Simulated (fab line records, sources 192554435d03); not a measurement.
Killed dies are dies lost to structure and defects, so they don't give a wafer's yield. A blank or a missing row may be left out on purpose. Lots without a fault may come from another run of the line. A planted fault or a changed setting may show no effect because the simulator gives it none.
Split-lot experiment | flow n5_finfet | 7 lots, 21 wafers read, on a route of 1938 steps

THE SPLIT
At N5_BEOL_M2_ETCH_69 (etches SiARC in CF4, target depth 15.6 nm, time 26 s), the setting bias_w was moved away from the recipe's 36 W on 8 of the 21 wafers read, by -13.7% to +14.1%. The other wafers ran this setting at the recipe's value.

The reading is taken at the split's own step.

THE READING
rf_vpp_V, in V, at N5_BEOL_M2_ETCH_69 (etches SiARC in CF4, target depth 15.6 nm, time 26 s). Fault-free wafers of this fab line usually give 184.0 V, standard deviation 1.3 V.

wafer  | tool, chamber at the split | bias_w as run, W | against the recipe | rf_vpp_V, V | against lot-mates on the recipe
L074.2 | rie_diel-06, 0             | 41.08            | +14.1%             | 203.4       | +20.4
L074.3 | rie_diel-06, 2             | 36               | recipe             | 183.7       | -
L074.4 | rie_diel-06, 1             | 36               | recipe             | 182.3       | -
L076.1 | rie_diel-02, 0             | 31.07            | -13.7%             | 168.6       | -15.2
L076.2 | rie_diel-02, 1             | 36               | recipe             | 184.3       | -
L076.4 | rie_diel-02, 2             | 36               | recipe             | 183.2       | -
L081.1 | rie_diel-01, 2             | 36               | recipe             | 183.2       | -
L081.2 | rie_diel-01, 1             | 36               | recipe             | 183.0       | -
L081.4 | rie_diel-01, 0             | 36               | recipe             | 182.6       | -
L083.3 | rie_diel-02, 2             | 33.41            | -7.2%              | 175.5       | -7.6
L083.4 | rie_diel-02, 3             | 36               | recipe             | 183.1       | -
L083.6 | rie_diel-02, 1             | 33.41            | -7.2%              | 175.4       | -7.7
L086.2 | rie_diel-02, 1             | 32.43            | -9.9%              | 173.0       | -11.8
L086.4 | rie_diel-02, 3             | 36               | recipe             | 184.5       | -
L086.5 | rie_diel-02, 0             | 36               | recipe             | 185.0       | -
L088.1 | rie_diel-06, 0             | 36               | recipe             | 185.4       | -
L088.3 | rie_diel-06, 2             | 36               | recipe             | 184.6       | -
L088.4 | rie_diel-06, 1             | 34.12            | -5.2%              | 179.7       | -5.3
L090.2 | rie_diel-02, 0             | 31.42            | -12.7%             | 169.6       | -13.2
L090.3 | rie_diel-02, 2             | 36               | recipe             | 182.8       | -
L090.5 | rie_diel-02, 1             | 31.42            | -12.7%             | 169.5       | -13.3

THE FIT
A straight line over all 21 wafers: rf_vpp_V changes by +1.19 V for each +1% of bias_w; r = +0.99; the points scatter about the line by 1.2 V.
The same after taking each lot's own level away (the mean of its wafers on the recipe; 21 wafers): +1.19 V for each +1%; r = +0.99; scatter 1 V.
On that fit, the largest move of bias_w shifts the reading by 17 V.
The lots' own levels span 182.80 to 185.00 V, that is 1.7 times the standard deviation above.
So the lot-to-lot level changes the slope little: the two slopes agree.
Check: with one of the wafers moved furthest among these (+14.1%) left out of the fit, the line predicts +15.2 V for it against its lot-mates. It came out at +20.4 V against them.
Tool readings at the split's step, against how far the setting was moved: rf_vpp_V r = +0.99.

OTHER SPLITS ON THESE WAFERS
These wafers also went through other splits before the reading. Each is held against what the fit with the lots' levels taken away leaves over:
other split on the same wafers          | wafers away from the commonest value | r with rf_vpp_V (lot level and that fit taken away)
N5_MOL_CONTACT_COAG_ALD_133 ald_cycles  | 6                                    | -0.31
N5_MOL_CONTACT_COAG_VIA_ETCH_117 bias_w | 6                                    | +0.04
N5_BEOL_M0_SAQP_PECVD_96 time_s         | 4                                    | +0.12
N5_BEOL_M0_SAQP_COAT_08 spin_rpm        | 9                                    | +0.51
N5_BEOL_M1_ETCH_74 bias_w               | 9                                    | -0.16
N5_BEOL_M1_ETCH_64 source_w             | 8                                    | +0.29

THE FILE'S OWN FIT
rf_vpp_V changes by +1.19 V for each +1% of bias_w, r = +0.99.
